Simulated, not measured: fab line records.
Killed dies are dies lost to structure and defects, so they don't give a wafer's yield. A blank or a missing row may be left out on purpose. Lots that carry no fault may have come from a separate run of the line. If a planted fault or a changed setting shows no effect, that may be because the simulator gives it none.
Split-lot study    flow n5_finfet    7 lots, 21 wafers read, on a route of 1938 steps

ABOUT THE SPLIT
At N5_BEOL_M5_VIA_ETCH_34 (etches SiCOH lowk in C4F6/O2, target depth 88.3 nm, time 39.2 s), the setting source_w was moved away from the recipe's 345 W on 8 of the 21 wafers read, by -16.1% to +15.4%. This setting was run at the recipe's value on the other wafers.

The reading comes from the split's own step.

THE READING
rf_vpp_V, in V, at N5_BEOL_M5_VIA_ETCH_34 (etches SiCOH lowk in C4F6/O2, target depth 88.3 nm, time 39.2 s). On this fab line, fault-free wafers typically give 663 V with a standard deviation of 6.5 V.

wafer   tool, chamber at the split  source_w as run, W  against the recipe  rf_vpp_V, V  against lot-mates on the recipe
L074.2  rie_diel-02, 1              345                 recipe              656          -
L074.3  rie_diel-02, 3              345                 recipe              671          -
L074.4  rie_diel-02, 0              345                 recipe              663          -
L076.3  rie_diel-04, 3              398.3               +15.4%              615          -51
L076.4  rie_diel-04, 2              398.3               +15.4%              612          -54
L076.6  rie_diel-04, 0              345                 recipe              666          -
L080.3  rie_diel-02, 3              345                 recipe              669          -
L080.4  rie_diel-02, 1              289.4               -16.1%              716          +46
L080.5  rie_diel-02, 3              345                 recipe              671          -
L085.3  rie_diel-04, 1              345                 recipe              674          -
L085.4  rie_diel-04, 0              360.6               +4.5%               650          -18
L085.5  rie_diel-04, 3              345                 recipe              661          -
L088.4  rie_diel-04, 0              392.5               +13.8%              623          -53
L088.5  rie_diel-04, 2              392.5               +13.8%              618          -58
L088.6  rie_diel-04, 1              345                 recipe              676          -
L093.2  rie_diel-03, 1              322                 -6.7%               691          +30
L093.3  rie_diel-03, 2              345                 recipe              661          -
L093.5  rie_diel-03, 1              322                 -6.7%               691          +30
L091.1  rie_diel-02, 0              345                 recipe              663          -
L091.2  rie_diel-02, 3              345                 recipe              670          -
L091.6  rie_diel-02, 1              345                 recipe              655          -

FIT RESULTS
A straight line over all 21 wafers: rf_vpp_V changes by -3.33 V for each +1% of source_w; r = -0.98; the points scatter about the line by 5.5 V.
The same after taking each lot's own level away (the mean of its wafers on the recipe; 21 wafers): -3.56 V for each +1%; r = -0.98; scatter 5.8 V.
The reading moves by 57 V for the largest change in source_w, on that fit.
The span of the lots' own levels, 661.0 to 676.0 V, comes to 2.3 times the standard deviation stated above.
The two slopes are in agreement: the lot-to-lot level therefore moves the slope only a little.
Check: +61.9 V against its lot-mates is what the line predicts for one of the wafers moved furthest among these (-16.1%) when that wafer is left out of the fit. It came out at +46 V against them.
Tool readings at the split's step, against how far the setting was moved: rf_vpp_V r = -0.98.

ADDITIONAL SPLITS CARRIED BY THESE WAFERS
Note: prior to the reading, these wafers also went through further splits. Each is held against what the fit with the lots' levels taken away leaves over:
other split on the same wafers     wafers away from the commonest value  r with rf_vpp_V (lot level and that fit taken away)
N5_BEOL_M5_HM_DEP_02 target_thk_a  8                                     -0.16

THE FILE'S OWN FIT
rf_vpp_V changes by -3.44 V for each +1% of source_w, r = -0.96.
